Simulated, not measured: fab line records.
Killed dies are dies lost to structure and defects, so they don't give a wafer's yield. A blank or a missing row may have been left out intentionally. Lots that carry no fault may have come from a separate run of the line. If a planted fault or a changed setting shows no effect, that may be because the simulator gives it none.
Matching of chambers + flow nand-harc + NHARC_A_CHANNEL_FILL_D2_ETCHBACK_20 on rie-diel-07 has 4 sister chambers
The step etches the open film in C4F8/O2/Ar, target depth 27 nm, time 13.5 s. 4 wafers are shown with their chamber, then 8 later ones without.

== WAFERS WITH THEIR CHAMBER ==
| wafer  | chamber | rf-vpp-V (V) |
|--------|---------|--------------|
| L085.4 | 0       | 972          |
| L087.1 | 2       | 980          |
| L087.6 | 3       | 979          |
| L088.4 | 1       | 972          |

== WAFERS MISSING THEIR CHAMBER ==
| wafer  | rf-vpp-V (V) |
|--------|--------------|
| L088.5 | 980          |
| L088.6 | 974          |
| L092.1 | 980          |
| L092.4 | 972          |
| L092.5 | 979          |
| L093.2 | 981          |
| L093.3 | 975          |
| L093.4 | 973          |

== WHICH CHAMBER EACH ONE RAN IN ==
| wafer  | from the rows above               | in truth |
|--------|-----------------------------------|----------|
| L088.5 | can't be placed: 2 or 3           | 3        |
| L088.6 | can't be placed: 0 or 1           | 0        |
| L092.1 | can't be placed: 2 or 3           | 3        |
| L092.4 | can't be placed: 0 or 1           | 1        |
| L092.5 | can't be placed: 3 or 2           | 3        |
| L093.2 | can't be placed: 2 or 3           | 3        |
| L093.3 | can't be placed: 0 or 1 or 3 or 2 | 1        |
| L093.4 | can't be placed: 0 or 1           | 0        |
Correct placement for 0 of the 8. Not placeable from these rows: 8 (in 8, the candidates include the true chamber). Number placed wrongly: 0.
How it was worked out, from the rows above alone: a wafer's distance from a chamber is the root of the sum, over the readings, of the square of ((its reading less the chamber's mean) divided by the reading's scatter). If the next closest chamber is less than 2 further off than the closest, the wafer can't be placed; otherwise it belongs to the closest. The mean given for a chamber averages the wafers shown for that chamber. The scatter: root of mean squared gap, hidden wafer to nearest shown wafer, with one shown wafer a chamber.
